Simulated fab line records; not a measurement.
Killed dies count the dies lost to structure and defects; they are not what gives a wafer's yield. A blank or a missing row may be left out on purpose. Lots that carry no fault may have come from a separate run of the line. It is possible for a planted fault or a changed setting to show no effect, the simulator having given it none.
Comparing a struck lot with a sound one ; flow nand-harc ; 27 steps out of a route of 1302
Sound: wafers L703.2, L703.4, L703.5. Wafers struck: L706.1, L706.4, L706.6. The cause is named last.
Each step with rows lists, per side, the tool, then ch with its chambers, then its first start. Under that, the readings that differ: sound wafers ; struck wafers ; difference of the means ; sigmas: that difference in standard deviations of wafers without a fault.
alike: same words and numbers on both sides, and readings whose means sit less than 2 such deviations apart. not compared: any withheld reading, any reading some wafer has no value for, any bound like >300 that may hide the same value, and any number with overlapping values for which the record gives no deviation.
Wherever a step has rows on one side only, a row that says differs or no value, or a row with sigmas, the two part there. Non-overlapping numbers with no deviation appear without sigmas and do not part them. A reading missing from all wafers of one side parts the sides only when that side holds two or more wafers.

NHARC_P_ZERO_WELL_INSPECT_43:
  struck on defect-inspect-01, day 4 05:31; sound on defect-inspect-01, day 3 00:38
  alike: raw-defect-count
then, 11 steps without rows for these wafers: NHARC_P_STI_ETCH_26 (etches SiO2 in dHF, target depth 11 nm); NHARC_P_STI_PRECLEAN_27 (cleans in SC1); NHARC_P_STI_SRD_28; NHARC_P_STI_OXIDE_29 (material SiO2, target thk 10 nm, ox time 1362 s); NHARC_P_STI_HM_DEP_30 (deposits Si3N4, target thk 80 nm, time 873 s); NHARC_P_STI_DEHYDRATE_01 (time 120 s); NHARC_P_STI_HMDS_02 (time 30 s); NHARC_P_STI_COAT_41 (time 65 s); NHARC_P_STI_COAT_03 (resist thk 600 nm); NHARC_P_STI_SOFTBAKE_04 (time 70 s); NHARC_P_STI_EBR_05.
NHARC_P_STI_EXPOSE_06: exposes mask P STI, target cd 200 nm.
  sound on krf-scanner-04 ch 0, day 3 15:34; struck on krf-scanner-04 ch 0, day 4 20:59
reading;sound;struck;difference;sigmas
mask;P_STI#0 P_STI#0 P_STI#0;P_STI_R1#0 P_STI_R1#0 P_STI_R1#0;differs;
  alike: exposure-dose-mJ-cm2
then, 2 steps without rows for these wafers: NHARC_P_STI_PEB_07 (peb time 80 s); NHARC_P_STI_DEVELOP_08 (time 50 s).
NHARC_P_STI_CD_MEAS_09 targets a cd of 200 nm.
  sound on cd-sem-01 ch 0, day 3 15:43; struck on cd-sem-03 ch 0, day 4 21:08
reading;sound;struck;difference;sigmas
cd-nm (nm);192 197 197;235 235 236;+40;+11
NHARC_P_STI_OVL_MEAS_10:
  struck on overlay-02, day 4 21:13; sound on overlay-01, day 3 15:47
  alike: overlay-x-nm, overlay-y-nm
NHARC_P_STI_INSPECT_11:
  struck on defect-inspect-02, day 4 21:16; sound on defect-inspect-01, day 3 15:50
  alike: raw-defect-count
then, 1 step without rows for these wafers: NHARC_P_STI_HARDBAKE_13 (time 65 s).
NHARC_P_STI_DESCUM_14: chemistry O2, time 3 s.
  sound on rie-diel-06 ch 0,2,3, day 3 15:58; struck on rie-diel-10 ch 0,1,3, day 4 21:25
reading;sound;struck;difference;sigmas
model.P_STI.cd-nm (nm);191.7 196.1 197.9;235.5 234.1 236.5;+40.1;
  alike: drypump-motor-current-A, oes-product-au, rf-vpp-V, showerhead-plenum-p-Torr, throttle-valve-pct
  not compared: rf-hours-counter-h
NHARC_P_STI_ETCH_42: etches the open film in N2/H2, target depth 80 nm, overetch 24 nm, time 61 s.
  sound on rie-diel-06 ch 0,2,3, day 3 16:04; struck on rie-diel-10 ch 0,1,3, day 4 21:29
  alike: bias-w, drypump-motor-current-A, n2-flow-sccm, oes-product-au, rf-vpp-V, showerhead-plenum-p-Torr, throttle-valve-pct
  not compared: rf-hours-counter-h
NHARC_P_STI_ETCH_31: etches the open film in CF4/CHF3, target depth 108.9 nm, time 54.5 s.
  sound: rie-diel-06 ch 1,3; struck: rie-diel-10 ch 1,3
  alike: bias-w, drypump-motor-current-A, oes-product-au, rf-vpp-V, showerhead-plenum-p-Torr, throttle-valve-pct
  not compared: rf-hours-counter-h
NHARC_P_STI_ETCH_15: etches the open film in HBr/Cl2, target depth 300 nm, time 100.1 s.
  sound on rie-si-05 ch 0,1,3, day 3 16:14; struck on rie-si-02 ch 1,2, day 4 21:41
reading;sound;struck;difference;sigmas
model.P_STI.cd-nm (nm);192.7 194.7 196.2;234.1 235 236.9;+40.8;
  alike: bias-w, drypump-motor-current-A, oes-product-au, throttle-valve-pct
  not compared: rf-hours-counter-h
NHARC_P_STI_CD_MEAS_16:
  struck on cd-sem-01, day 4 21:50; sound on cd-sem-01, day 3 16:25
reading;sound;struck;difference;sigmas
cd-nm (nm);193 195 196;234 235 237;+41;+10
NHARC_P_STI_OCD_MEAS_17:
  struck on ocd-02, day 4 21:56; sound on ocd-02, day 3 16:29
reading;sound;struck;difference;sigmas
trench-foot-cd-nm (nm);150 154 156;193 194 195;+41;+10
  alike: trench-depth-nm
then, 1 step without rows for these wafers: NHARC_P_STI_STRIP_19 (strips in SPM, time 900 s).
-- the record jumps here: 21 days lie between the struck wafers' starts before and after (it left off in module P_STI and takes up again in module END, whose first step shown is number 1302 of the route) --
NHARC_END_SORT_01:
  here the record holds rows for the struck wafers (prober-02 ch 0, day 26 03:54) but none for the sound ones

WHERE THEY PART
Earliest at NHARC_P_STI_EXPOSE_06; latest, in this record, at NHARC_END_SORT_01.

WHY: whatever the simulator had introduced
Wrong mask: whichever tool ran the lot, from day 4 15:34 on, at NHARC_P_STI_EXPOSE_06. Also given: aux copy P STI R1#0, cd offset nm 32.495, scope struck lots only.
